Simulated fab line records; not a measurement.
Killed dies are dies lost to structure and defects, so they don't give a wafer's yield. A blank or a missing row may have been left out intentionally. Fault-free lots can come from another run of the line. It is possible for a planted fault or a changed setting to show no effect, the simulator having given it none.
Comparing a struck lot with a sound one | flow n5Finfet | 17 steps out of a route of 1938
Sound: wafers L941.4, L941.5, L941.6. Wafers struck: L952.2, L952.4, L952.5. The cause comes at the end.
Each step with rows lists, per side, the tool, then ch with its chambers, then its first start. Under that, the readings that differ: sound wafers | struck wafers | difference of the means | sigmas: that difference in standard deviations of wafers without a fault.
alike: readings with means less than 2 such deviations apart, plus words and numbers identical on both sides. not compared: withheld readings, readings lacking a value on some wafer, bounds such as >300 that could conceal the same value, and numbers that have no deviation in the record and whose values overlap.
Wherever a step has rows on one side only, a row that says differs or no value, or a row with sigmas, the two part there. Numbers that have no deviation but don't overlap get no sigmas and don't part them. A reading that every wafer of one side lacks parts them only if that side has two wafers or more.

N5_BEOL_M9_ETCH_62: etches SOC in N2/H2, target depth 110 nm, overetch 22 nm, time 165 s.
  sound on rieDiel-05 ch 0,1,2, day 10 13:52; struck on rieDiel-05 ch 0,1, day 13 07:42
  alike: drypumpMotorCurrentA, oesProductAu, rfFwdPowerW, rfVppV, showerheadPlenumPTorr, throttleValvePct
  not compared: rfHoursCounterH
then, 1 step without rows for these wafers: N5_BEOL_M9_STRIP_68 (strips in N2/H2).
N5_BEOL_M9_STRIP_67: strips in CF4.
  sound on rieDiel-05 ch 0,1,2, day 10 14:01; struck on rieDiel-05 ch 0,1, day 13 07:50
reading             | sound          | struck         | difference | sigmas
oesProductAu (a.u.) | 0.68 0.71 0.67 | 0.93 0.94 0.70 | +0.17      | +2
  alike: drypumpMotorCurrentA, rfVppV, showerheadPlenumPTorr, throttleValvePct
  not compared: rfHoursCounterH
N5_BEOL_M9_HM_OPEN_17: chemistry Cl2/BCl3, target TiN, target depth 20 nm, overetch 6 nm.
  sound on rieMetal-02 ch 0,1, day 10 14:05; struck on rieMetal-01 ch 0,1, day 13 07:53
reading             | sound          | struck         | difference | sigmas
oesProductAu (a.u.) | 0.86 0.70 0.85 | 0.59 0.58 0.68 | -0.19      | -2
  alike: drypumpMotorCurrentA, rfFwdPowerW, throttleValvePct
  not compared: rfHoursCounterH
N5_BEOL_M9_STRIP_19: strips in O2.
  sound on rieDiel-02 ch 0,1, day 10 14:11; struck on rieDiel-02 ch 1,2, day 13 08:02
  alike: drypumpMotorCurrentA, oesProductAu, rfVppV, showerheadPlenumPTorr, throttleValvePct
  not compared: rfHoursCounterH
N5_BEOL_M9_CD_MEAS_18: pitch 140 nm, target cd 70 nm.
  struck on cdSem-02, day 13 08:07; sound on cdSem-03, day 10 14:16
  alike: cdNm
then, 6 steps without rows for these wafers: N5_BEOL_M9_COAT_63 (time 60 s, resist thk 60 nm); N5_BEOL_M9_COAT_64 (time 60 s, resist thk 12 nm); N5_BEOL_M9_COAT_75 (time 60 s, resist thk 5 nm); N5_BEOL_M9_COAT_22 (resist thk 30 nm); N5_BEOL_M9_EBR_24; N5_BEOL_M9_SOFTBAKE_23 (time 60 s).
N5_BEOL_M9_EXPOSE_25: exposes mask V8.
  sound on euvScanner-02 ch 0, day 10 15:23; struck on euvScanner-02 ch 0, day 13 10:17
reading           | sound             | struck            | difference | sigmas
exposureDoseMJCm2 | 37.30 37.30 37.26 | 35.23 35.15 35.19 | -2.10      | -64
  alike: mask
then, 2 steps without rows for these wafers: N5_BEOL_M9_PEB_26 (peb time 60 s); N5_BEOL_M9_DEVELOP_27 (develop time 30 s).
N5_BEOL_M9_CD_MEAS_28: target cd 70 nm.
  sound on cdSem-02 ch 0, day 10 15:30; struck on cdSem-03 ch 0, day 13 10:25
reading   | sound             | struck            | difference | sigmas
cdNm (nm) | 70.33 69.71 69.93 | 68.73 69.00 68.81 | -1.14      | -5
N5_BEOL_M9_OVL_MEAS_29:
  sound on overlay-01 ch 0, day 10 15:32; struck on overlay-02 ch 0, day 13 10:27
  alike: V8_OVL

## WHERE THEY PART
Earliest at N5_BEOL_M9_STRIP_67; latest, in this record, at N5_BEOL_M9_CD_MEAS_28. Later steps at which nothing parts them and some readings are alike: N5_BEOL_M9_OVL_MEAS_29.

WHY: what had been put in by the simulator
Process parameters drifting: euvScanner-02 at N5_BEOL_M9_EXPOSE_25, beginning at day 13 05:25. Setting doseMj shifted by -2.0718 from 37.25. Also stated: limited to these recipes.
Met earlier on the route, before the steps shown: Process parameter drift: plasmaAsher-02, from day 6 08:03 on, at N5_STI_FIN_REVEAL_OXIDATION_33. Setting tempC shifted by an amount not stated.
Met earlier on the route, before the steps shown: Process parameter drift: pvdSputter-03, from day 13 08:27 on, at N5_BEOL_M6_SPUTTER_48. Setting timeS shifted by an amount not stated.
